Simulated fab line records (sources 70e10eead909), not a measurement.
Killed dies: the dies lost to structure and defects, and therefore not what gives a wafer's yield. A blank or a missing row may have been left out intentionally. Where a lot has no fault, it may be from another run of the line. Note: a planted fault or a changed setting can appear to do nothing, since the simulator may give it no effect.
A struck lot beside a sound one / flow nand harc / 13 out of 1159 route steps
Sound: these wafers, L756.1, L756.5, L756.6. The struck wafers were L763.2, L763.5, L763.6. The cause is given at the end.
For every step that has rows: the tool of each side, followed by ch and its chambers, followed by its first start. Under that, the readings that differ: sound wafers / struck wafers / difference of the means / sigmas: that difference in standard deviations of wafers without a fault.
alike: readings whose means differ by less than 2 such deviations, and words and numbers that are the same on both sides. not compared: withheld readings, readings that some wafer has no value for, bounds like >300 that may hide the same value, and numbers for which the record gives no deviation and whose values overlap.
The two part at a step that has a row with sigmas, a row that says differs or no value, or rows on one side only. Numbers that have no deviation but don't overlap get no sigmas and don't part them. A reading missing from all wafers of one side parts the sides only when that side holds two or more wafers.

NHARC_P_M0_PRE_CLEAN_29: time 30 s.
  sound on pvd sputter-01; struck on pvd sputter-01
  alike: heater power w
then, 1 step without rows for these wafers: NHARC_P_M0_PVD_20 (deposits TaN, target thk 5 nm, time 8.06 s).
NHARC_P_M0_PVD_21: deposits Cu, target thk 30 nm, time 20.49 s.
  sound on pvd sputter-01; struck on pvd sputter-01
  alike: cathode dc power W, chamber pressure pa, throttle valve pct
then, 1 step without rows for these wafers: NHARC_P_M0_ECD_22 (material Cu, target thk 400 nm).
NHARC_P_M0_ANNEAL_30: time 90 s.
  sound on rtp anneal-02 ch 0, day 6 17:53; struck on rtp anneal-02 ch 0, day 8 07:59
  alike: wafer_temp_C_max
then, 1 step without rows for these wafers: NHARC_P_M0_CMP_23 (polishes, t overpolish 20 s, target thk 117.53 nm).
NHARC_P_M0_THK_MEAS_24: measures by xrf.
  sound on film metro-02, day 6 18:32; struck on film metro-01, day 8 08:36
  alike: thk nm
next, for these wafers, 1 step has no rows: NHARC_P_M0_SRD_25.
NHARC_P_M0_INSPECT_27:
  sound on defect inspect-01, day 6 18:42; struck on defect inspect-02, day 8 08:46
  alike: raw defect count
NHARC_P_M0_PRE_CLEAN_31: time 12 s.
  sound on pecvd-04 ch 1,2, day 6 18:53; struck on pecvd-02 ch 0,1,2, day 8 08:51
  alike: heater power outer w, heater power w, rf fwd power W
NHARC_P_M0_DEP_32: deposits SiCN, target thk 30 nm.
  sound on pecvd-04 ch 1,2, day 6 18:58; struck on pecvd-02 ch 0,1,2, day 8 08:59
  alike: chamber pressure Torr, heater power outer w, heater power w, rf fwd power W
NHARC_P_M1_DEP_00: deposits SiOC, target thk 182.5 nm.
  sound on pecvd-03 ch 1,2, day 6 19:27; struck on pecvd-03 ch 0,1, day 8 09:25
  no value came back on the struck wafers for chamber pressure Torr (Torr), rf fwd power W (W); on the sound wafers chamber pressure Torr (Torr) reads 4.987 4.992 4.993
then, 1 step without rows for these wafers: NHARC_P_M1_DEHYDRATE_01 (time 120 s).

WHERE THEY PART
At NHARC_P_M1_DEP_00 and nowhere else, as far as this record goes.

WHY: what the simulator had put in
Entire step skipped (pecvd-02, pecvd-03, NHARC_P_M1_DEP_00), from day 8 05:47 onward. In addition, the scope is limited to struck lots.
